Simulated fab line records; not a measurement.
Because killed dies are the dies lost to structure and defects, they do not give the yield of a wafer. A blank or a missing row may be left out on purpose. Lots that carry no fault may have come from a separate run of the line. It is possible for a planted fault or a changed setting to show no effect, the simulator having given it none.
The tool behind it: which one? || flow nand harc || Sampling: 11 lots, 33 wafers, 5 of 1159 route steps

## WHAT THE GAUGES READ, wafer by wafer
NHARC_END_SORT_01. Usual: killed at array 28, standard deviation 11; killed at other 0.5, standard deviation 0.85; killed at periphery 2.7, standard deviation 1.9; killed dies 32, standard deviation 12; killed open 3.3, standard deviation 1.6; killed short 2.1, standard deviation 1.5.
{"lot": "L984", "measured": "day 20 01:04", "on": "prober-01", "killed at array": "22 33 29", "killed at other": "0 0 0", "killed at periphery": "0 4 4", "killed dies": "22 37 33", "killed open": "2 3 2", "killed short": "1 1 3", "flag": ""}
{"lot": "L993", "measured": "day 22 16:40", "on": "prober-02", "killed at array": "37 668 28", "killed at other": "1 2 4", "killed at periphery": "5 1 5", "killed dies": "43 671 37", "killed open": "4 1 2", "killed short": "1 1 3", "flag": "OFF"}
{"lot": "L994", "measured": "day 22 21:49", "on": "prober-01", "killed at array": "30 37 649", "killed at other": "0 0 1", "killed at periphery": "4 10 4", "killed dies": "34 47 654", "killed open": "2 4 3", "killed short": "3 3 1", "flag": "OFF"}
{"lot": "L995", "measured": "day 23 20:25", "on": "prober-01", "killed at array": "51 42 32", "killed at other": "0 0 1", "killed at periphery": "4 2 2", "killed dies": "55 44 35", "killed open": "6 4 2", "killed short": "2 1 4", "flag": ""}

## WHAT TOOL EACH LOT RAN ON (gives the tool, then ch and the chambers of the sampled wafers, and finally the start)
{"lot": "L982", "NHARC_A_STAIRCASE_ETCH_170": "rie diel-11 ch 1,3, day 10 23:59 or earlier", "NHARC_A_STAIRCASE_STRIP_171": "plasma asher-01 ch 0,1, day 10 23:59", "NHARC_A_STAIRCASE_ETCH_13": "rie diel-02 ch 1,2,3, day 11 01:46", "NHARC_A_STAIRCASE_TRIM_16": "rie diel-02 ch 0,2,3, no start"}
{"lot": "L984", "NHARC_A_STAIRCASE_ETCH_170": "rie diel-11 ch 0,2, day 11 00:15 or earlier", "NHARC_A_STAIRCASE_STRIP_171": "plasma asher-01 ch 0,1, day 11 00:15", "NHARC_A_STAIRCASE_ETCH_13": "rie diel-02 ch 0,2, day 11 02:05", "NHARC_A_STAIRCASE_TRIM_16": "rie diel-02 ch 0,2,3, day 20 01:04 or earlier"}
{"lot": "L983", "NHARC_A_STAIRCASE_ETCH_170": "rie diel-11 ch 0,1,2, day 11 00:30 or earlier", "NHARC_A_STAIRCASE_STRIP_171": "plasma asher-02 ch 0,1, day 11 00:30", "NHARC_A_STAIRCASE_ETCH_13": "rie diel-03 ch 0,1,3, day 11 02:41", "NHARC_A_STAIRCASE_TRIM_16": "rie diel-03 ch 1,2,3, no start"}
{"lot": "L993", "NHARC_A_STAIRCASE_ETCH_170": "rie diel-03 ch 0,1,2, day 14 05:19 or earlier", "NHARC_A_STAIRCASE_STRIP_171": "plasma asher-02 ch 0,1, day 14 05:19", "NHARC_A_STAIRCASE_ETCH_13": "rie diel-11 ch 0,1,2, day 14 07:04", "NHARC_A_STAIRCASE_TRIM_16": "rie diel-11 ch 0,2,3, day 22 16:40 or earlier"}
{"lot": "L994", "NHARC_A_STAIRCASE_ETCH_170": "rie diel-03 ch 0,2, day 14 09:46 or earlier", "NHARC_A_STAIRCASE_STRIP_171": "plasma asher-01 ch 0, day 14 09:46", "NHARC_A_STAIRCASE_ETCH_13": "rie diel-11 ch 0,1,2, day 14 11:33", "NHARC_A_STAIRCASE_TRIM_16": "rie diel-11 ch 0,1,2, day 22 21:49 or earlier"}
{"lot": "L995", "NHARC_A_STAIRCASE_ETCH_170": "rie diel-11 ch 1,2,3, day 14 17:16 or earlier", "NHARC_A_STAIRCASE_STRIP_171": "plasma asher-02 ch 0,1, day 14 17:16", "NHARC_A_STAIRCASE_ETCH_13": "rie diel-03 ch 1,2,3, day 14 21:51", "NHARC_A_STAIRCASE_TRIM_16": "rie diel-03 ch 1,2,3, day 23 20:25 or earlier"}
{"lot": "L999", "NHARC_A_STAIRCASE_ETCH_170": "rie diel-03 ch 1,2, day 15 00:02 or earlier", "NHARC_A_STAIRCASE_STRIP_171": "plasma asher-01 ch 0,1, day 15 00:02", "NHARC_A_STAIRCASE_ETCH_13": "rie diel-03 ch 0,1,2, day 15 01:47", "NHARC_A_STAIRCASE_TRIM_16": "rie diel-03 ch 0,2,3, no start"}
{"lot": "L101", "NHARC_A_STAIRCASE_ETCH_170": "rie diel-11 ch 0,2,3, day 15 09:43 or earlier", "NHARC_A_STAIRCASE_STRIP_171": "plasma asher-02 ch 0,1, day 15 09:43", "NHARC_A_STAIRCASE_ETCH_13": "rie diel-03 ch 0,3, day 15 11:24", "NHARC_A_STAIRCASE_TRIM_16": "rie diel-03 ch 0,2,3, no start"}
{"lot": "L103", "NHARC_A_STAIRCASE_ETCH_170": "rie diel-02 ch 0,3, day 15 12:18 or earlier", "NHARC_A_STAIRCASE_STRIP_171": "plasma asher-02 ch 0,1, day 15 12:18", "NHARC_A_STAIRCASE_ETCH_13": "rie diel-03 ch 0,1, day 15 13:56", "NHARC_A_STAIRCASE_TRIM_16": "rie diel-03 ch 1,2,3, no start"}
{"lot": "L104", "NHARC_A_STAIRCASE_ETCH_170": "rie diel-02 ch 0,2,3, day 16 11:55 or earlier", "NHARC_A_STAIRCASE_STRIP_171": "plasma asher-01 ch 0,1, day 16 11:55", "NHARC_A_STAIRCASE_ETCH_13": "rie diel-03 ch 1,2,3, day 16 13:41", "NHARC_A_STAIRCASE_TRIM_16": "rie diel-03 ch 0,2,3, no start"}
{"lot": "L105", "NHARC_A_STAIRCASE_ETCH_170": "rie diel-11 ch 0,1,2, day 16 20:54 or earlier", "NHARC_A_STAIRCASE_STRIP_171": "plasma asher-01 ch 0,1, day 16 20:54", "NHARC_A_STAIRCASE_ETCH_13": "rie diel-03 ch 1,2,3, day 16 22:35", "NHARC_A_STAIRCASE_TRIM_16": "rie diel-03 ch 0,1,2, no start"}
- NHARC_A_STAIRCASE_ETCH_170: etches the open film in C4F6/O2, target depth 200 nm, time 66.667 s.
- NHARC_A_STAIRCASE_STRIP_171: strips in O2.
- NHARC_A_STAIRCASE_ETCH_13: etches the open film in C4F8/O2, target depth 100 nm, time 40.5 s.
- NHARC_A_STAIRCASE_TRIM_16: chemistry O2, time 211.2 s.

## WHAT THE TOOLS THEMSELVES READ (means of the sampled wafers that have a number; where no wafer has one, the mark that the record gives instead)
NHARC_A_STAIRCASE_ETCH_170. Usual: drypump motor current A 5.79 A, standard deviation 0.29; oes product au 0.970 a.u., standard deviation 0.013; rf vpp V 547.5 V, standard deviation 2.5; showerhead plenum p Torr 3.95 Torr, standard deviation 0.11; throttle valve pct 26.904 %, standard deviation 0.0085.
{"lot": "L982", "tool": "rie diel-11", "drypump motor current A (A)": 5.74, "oes product au (a.u.)": 0.975, "rf vpp V (V)": 547.8, "showerhead plenum p Torr (Torr)": 3.98, "throttle valve pct (%)": 26.901, "flag": ""}
{"lot": "L984", "tool": "rie diel-11", "drypump motor current A (A)": 5.85, "oes product au (a.u.)": 0.972, "rf vpp V (V)": 548.8, "showerhead plenum p Torr (Torr)": 4.01, "throttle valve pct (%)": 26.900, "flag": ""}
{"lot": "L983", "tool": "rie diel-11", "drypump motor current A (A)": 5.77, "oes product au (a.u.)": 0.975, "rf vpp V (V)": 549.0, "showerhead plenum p Torr (Torr)": 4.01, "throttle valve pct (%)": 26.912, "flag": ""}
{"lot": "L993", "tool": "rie diel-03", "drypump motor current A (A)": 5.80, "oes product au (a.u.)": 0.977, "rf vpp V (V)": 548.2, "showerhead plenum p Torr (Torr)": 3.97, "throttle valve pct (%)": 26.911, "flag": ""}
{"lot": "L994", "tool": "rie diel-03", "drypump motor current A (A)": 5.91, "oes product au (a.u.)": 0.975, "rf vpp V (V)": 547.8, "showerhead plenum p Torr (Torr)": 4.01, "throttle valve pct (%)": 26.900, "flag": ""}
{"lot": "L995", "tool": "rie diel-11", "drypump motor current A (A)": 5.58, "oes product au (a.u.)": 0.944, "rf vpp V (V)": 547.9, "showerhead plenum p Torr (Torr)": 4.00, "throttle valve pct (%)": 26.901, "flag": ""}
{"lot": "L999", "tool": "rie diel-03", "drypump motor current A (A)": 5.74, "oes product au (a.u.)": 0.986, "rf vpp V (V)": 548.4, "showerhead plenum p Torr (Torr)": 3.98, "throttle valve pct (%)": 26.903, "flag": ""}
{"lot": "L101", "tool": "rie diel-11", "drypump motor current A (A)": 5.67, "oes product au (a.u.)": 0.957, "rf vpp V (V)": 548.3, "showerhead plenum p Torr (Torr)": 4.00, "throttle valve pct (%)": 26.903, "flag": ""}
{"lot": "L103", "tool": "rie diel-02", "drypump motor current A (A)": 6.42, "oes product au (a.u.)": 0.976, "rf vpp V (V)": 550.0, "showerhead plenum p Torr (Torr)": 4.08, "throttle valve pct (%)": 26.906, "flag": ""}
{"lot": "L104", "tool": "rie diel-02", "drypump motor current A (A)": 6.14, "oes product au (a.u.)": 0.985, "rf vpp V (V)": 548.5, "showerhead plenum p Torr (Torr)": 3.94, "throttle valve pct (%)": 26.906, "flag": ""}
{"lot": "L105", "tool": "rie diel-11", "drypump motor current A (A)": 5.76, "oes product au (a.u.)": 0.977, "rf vpp V (V)": 548.2, "showerhead plenum p Torr (Torr)": 3.98, "throttle valve pct (%)": 26.912, "flag": ""}

NHARC_A_STAIRCASE_STRIP_171. Usual: drypump motor current A 5.6 A, standard deviation 0.36; heater power w 308 W, standard deviation 18.
{"lot": "L982", "tool": "plasma asher-01", "drypump motor current A (A)": 5.6, "heater power w (W)": 322, "flag": ""}
{"lot": "L984", "tool": "plasma asher-01", "drypump motor current A (A)": 5.6, "heater power w (W)": 311, "flag": ""}
{"lot": "L983", "tool": "plasma asher-02", "drypump motor current A (A)": 5.5, "heater power w (W)": 294, "flag": ""}
{"lot": "L993", "tool": "plasma asher-02", "drypump motor current A (A)": 5.8, "heater power w (W)": 307, "flag": ""}
{"lot": "L994", "tool": "plasma asher-01", "drypump motor current A (A)": 5.7, "heater power w (W)": 296, "flag": ""}
{"lot": "L995", "tool": "plasma asher-02", "drypump motor current A (A)": 5.8, "heater power w (W)": 306, "flag": ""}
{"lot": "L999", "tool": "plasma asher-01", "drypump motor current A (A)": 5.5, "heater power w (W)": 316, "flag": ""}
{"lot": "L101", "tool": "plasma asher-02", "drypump motor current A (A)": 5.8, "heater power w (W)": 304, "flag": ""}
{"lot": "L103", "tool": "plasma asher-02", "drypump motor current A (A)": 5.5, "heater power w (W)": 296, "flag": ""}
{"lot": "L104", "tool": "plasma asher-01", "drypump motor current A (A)": 5.6, "heater power w (W)": 306, "flag": ""}
{"lot": "L105", "tool": "plasma asher-01", "drypump motor current A (A)": 5.6, "heater power w (W)": 317, "flag": ""}

NHARC_A_STAIRCASE_ETCH_13. Usual: oes product au 0.933 a.u., standard deviation 0.012; rf vpp V 895 V, standard deviation 4.5.
{"lot": "L982", "tool": "rie diel-02", "oes product au (a.u.)": 0.942, "rf vpp V (V)": 889, "flag": ""}
{"lot": "L984", "tool": "rie diel-02", "oes product au (a.u.)": 0.930, "rf vpp V (V)": 894, "flag": ""}
{"lot": "L983", "tool": "rie diel-03", "oes product au (a.u.)": 0.925, "rf vpp V (V)": 895, "flag": ""}
{"lot": "L993", "tool": "rie diel-11", "oes product au (a.u.)": 0.872, "rf vpp V (V)": 898, "flag": "OFF"}
{"lot": "L994", "tool": "rie diel-11", "oes product au (a.u.)": 0.875, "rf vpp V (V)": 898, "flag": "OFF"}
{"lot": "L995", "tool": "rie diel-03", "oes product au (a.u.)": 0.915, "rf vpp V (V)": 897, "flag": ""}
{"lot": "L999", "tool": "rie diel-03", "oes product au (a.u.)": 0.952, "rf vpp V (V)": 898, "flag": ""}
{"lot": "L101", "tool": "rie diel-03", "oes product au (a.u.)": 0.943, "rf vpp V (V)": 894, "flag": ""}
{"lot": "L103", "tool": "rie diel-03", "oes product au (a.u.)": 0.951, "rf vpp V (V)": 896, "flag": ""}
{"lot": "L104", "tool": "rie diel-03", "oes product au (a.u.)": 0.947, "rf vpp V (V)": 895, "flag": ""}
{"lot": "L105", "tool": "rie diel-03", "oes product au (a.u.)": 0.926, "rf vpp V (V)": 895, "flag": ""}

NHARC_A_STAIRCASE_TRIM_16. Usual: drypump motor current A 5.8 A, standard deviation 0.37; oes product au 1.001 a.u., standard deviation 0.011; rf vpp V 57.6 V, standard deviation 0.91; showerhead plenum p Torr 3.50 Torr, standard deviation 0.13; throttle valve pct 17.037 %, standard deviation 0.0089.
{"lot": "L982", "tool": "rie diel-02", "drypump motor current A (A)": 6.2, "oes product au (a.u.)": 0.994, "rf vpp V (V)": 57.6, "showerhead plenum p Torr (Torr)": 3.39, "throttle valve pct (%)": 17.033, "flag": ""}
{"lot": "L984", "tool": "rie diel-02", "drypump motor current A (A)": 6.1, "oes product au (a.u.)": 0.998, "rf vpp V (V)": 58.3, "showerhead plenum p Torr (Torr)": 3.39, "throttle valve pct (%)": 17.043, "flag": ""}
{"lot": "L983", "tool": "rie diel-03", "drypump motor current A (A)": 5.7, "oes product au (a.u.)": 0.998, "rf vpp V (V)": 57.4, "showerhead plenum p Torr (Torr)": 3.54, "throttle valve pct (%)": 17.042, "flag": ""}
{"lot": "L993", "tool": "rie diel-11", "drypump motor current A (A)": 5.6, "oes product au (a.u.)": 1.006, "rf vpp V (V)": 57.8, "showerhead plenum p Torr (Torr)": 3.60, "throttle valve pct (%)": 17.042, "flag": ""}
{"lot": "L994", "tool": "rie diel-11", "drypump motor current A (A)": 5.8, "oes product au (a.u.)": 1.008, "rf vpp V (V)": 57.9, "showerhead plenum p Torr (Torr)": 3.60, "throttle valve pct (%)": 17.033, "flag": ""}
{"lot": "L995", "tool": "rie diel-03", "drypump motor current A (A)": 5.7, "oes product au (a.u.)": 0.993, "rf vpp V (V)": 58.0, "showerhead plenum p Torr (Torr)": 3.52, "throttle valve pct (%)": 17.047, "flag": ""}
{"lot": "L999", "tool": "rie diel-03", "drypump motor current A (A)": 5.8, "oes product au (a.u.)": 0.995, "rf vpp V (V)": 57.2, "showerhead plenum p Torr (Torr)": 3.51, "throttle valve pct (%)": 17.049, "flag": ""}
{"lot": "L101", "tool": "rie diel-03", "drypump motor current A (A)": 5.8, "oes product au (a.u.)": 0.992, "rf vpp V (V)": 57.1, "showerhead plenum p Torr (Torr)": 3.51, "throttle valve pct (%)": 17.037, "flag": ""}
{"lot": "L103", "tool": "rie diel-03", "drypump motor current A (A)": 5.7, "oes product au (a.u.)": 0.985, "rf vpp V (V)": 57.7, "showerhead plenum p Torr (Torr)": 3.52, "throttle valve pct (%)": 17.033, "flag": ""}
{"lot": "L104", "tool": "rie diel-03", "drypump motor current A (A)": 5.8, "oes product au (a.u.)": 0.996, "rf vpp V (V)": 57.3, "showerhead plenum p Torr (Torr)": 3.51, "throttle valve pct (%)": 17.038, "flag": ""}
{"lot": "L105", "tool": "rie diel-03", "drypump motor current A (A)": 5.8, "oes product au (a.u.)": 0.988, "rf vpp V (V)": 58.4, "showerhead plenum p Torr (Torr)": 3.56, "throttle valve pct (%)": 17.037, "flag": ""}

## THE ANSWER, worked out from the rows above alone
Rule: a lot counts as off when the mean over its wafers that have a number is more than 3 standard deviations away from the usual mean. A lot without any number at a reading at which 4 lots or more have one is off too. Any other lot the step has rows for is counted as sound. After the gauges, taken in route order, come the tools' own readings; for these a lot's mean is taken, as printed above. At the first step where some lot is off, the reading lying furthest off is the one used; lots without a number count as furthest.
Off at NHARC_END_SORT_01 (killed at array): L993, L994. Neither off nor sound, because the step has no rows for them: L982, L983, L999, L101, L103, L104, L105.
If a tool, at a process step before that reading, ran all the lots that are off and no sound lot after the first of them, it fits. Not tried: the gauges at NHARC_END_SORT_01; whatever is off there is also off at NHARC_A_STAIRCASE_ETCH_13, on other tools, and gauge error can't account for it. Because NHARC_A_STAIRCASE_ETCH_170 lacks a start for some lots, the hours and order of its lots are taken from NHARC_A_STAIRCASE_STRIP_171. Because NHARC_A_STAIRCASE_TRIM_16 lacks a start for some lots, the hours and order of its lots are taken from NHARC_END_SORT_01. This does not decide it: 2 tools fit, namely rie diel-03 at NHARC_A_STAIRCASE_ETCH_170 and rie diel-11 at NHARC_A_STAIRCASE_ETCH_13 and NHARC_A_STAIRCASE_TRIM_16.

## WHAT THE SIMULATOR HAD INSERTED
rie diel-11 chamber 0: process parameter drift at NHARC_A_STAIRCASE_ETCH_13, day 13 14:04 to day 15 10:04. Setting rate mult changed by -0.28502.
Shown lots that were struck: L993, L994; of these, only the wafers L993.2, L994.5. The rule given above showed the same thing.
